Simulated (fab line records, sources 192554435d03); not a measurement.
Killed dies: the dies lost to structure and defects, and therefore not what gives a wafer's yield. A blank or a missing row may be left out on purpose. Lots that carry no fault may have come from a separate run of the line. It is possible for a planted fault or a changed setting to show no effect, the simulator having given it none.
Matching of chambers / flow n5Finfet / 4 sister chambers for N5_BEOL_M1_ETCHBACK_99 on rieDiel-03
The step etches SiO2 in CHF3, target depth 5 nm, time 10.4 s. 8 wafers are shown with their chamber, then 8 later ones without.

EACH WAFER AND ITS CHAMBER
wafer=L076.4; chamber=0; showerheadPlenumPTorr (Torr)=2.07; drypumpMotorCurrentA (A)=5.2
wafer=L084.4; chamber=0; showerheadPlenumPTorr (Torr)=2.06; drypumpMotorCurrentA (A)=5.1
wafer=L086.2; chamber=2; showerheadPlenumPTorr (Torr)=2.14; drypumpMotorCurrentA (A)=5.5
wafer=L086.3; chamber=1; showerheadPlenumPTorr (Torr)=2.24; drypumpMotorCurrentA (A)=6.1
wafer=L088.1; chamber=1; showerheadPlenumPTorr (Torr)=2.24; drypumpMotorCurrentA (A)=6.1
wafer=L088.4; chamber=2; showerheadPlenumPTorr (Torr)=2.14; drypumpMotorCurrentA (A)=5.4
wafer=L088.6; chamber=3; showerheadPlenumPTorr (Torr)=2.29; drypumpMotorCurrentA (A)=6.4
wafer=L094.1; chamber=3; showerheadPlenumPTorr (Torr)=2.29; drypumpMotorCurrentA (A)=6.4

WAFERS WITH NO CHAMBER GIVEN
wafer=L094.3; showerheadPlenumPTorr (Torr)=2.23; drypumpMotorCurrentA (A)=6.1
wafer=L094.4; showerheadPlenumPTorr (Torr)=2.05; drypumpMotorCurrentA (A)=5.1
wafer=L096.3; showerheadPlenumPTorr (Torr)=2.13; drypumpMotorCurrentA (A)=5.5
wafer=L096.4; showerheadPlenumPTorr (Torr)=2.05; drypumpMotorCurrentA (A)=5.1
wafer=L096.5; showerheadPlenumPTorr (Torr)=2.05; drypumpMotorCurrentA (A)=5.1
wafer=L097.2; showerheadPlenumPTorr (Torr)=2.13; drypumpMotorCurrentA (A)=5.4
wafer=L097.3; showerheadPlenumPTorr (Torr)=2.23; drypumpMotorCurrentA (A)=6.1
wafer=L097.4; showerheadPlenumPTorr (Torr)=2.05; drypumpMotorCurrentA (A)=5.1

WHICH CHAMBER EACH WENT THROUGH
wafer=L094.3; from the rows above=1; in truth=1
wafer=L094.4; from the rows above=0; in truth=0
wafer=L096.3; from the rows above=2; in truth=2
wafer=L096.4; from the rows above=0; in truth=0
wafer=L096.5; from the rows above=0; in truth=0
wafer=L097.2; from the rows above=2; in truth=2
wafer=L097.3; from the rows above=1; in truth=1
wafer=L097.4; from the rows above=0; in truth=0
Correctly placed: 8 of 8. From these rows, 0 cannot be placed. Placed wrongly: 0.
How it was worked out, from the rows above alone: a wafer's distance from a chamber is the root of the sum, over the readings, of the square of ((its reading less the chamber's mean) divided by the reading's scatter). The wafer belongs to the nearest chamber; if the next one is less than 2 further off, it can't be placed. For every chamber, the mean is computed from those of its wafers that are shown. The scatter is the square root of a quotient: the sum, over the shown wafers, of each reading's squared deviation from its chamber's mean, divided by wafers minus chambers.
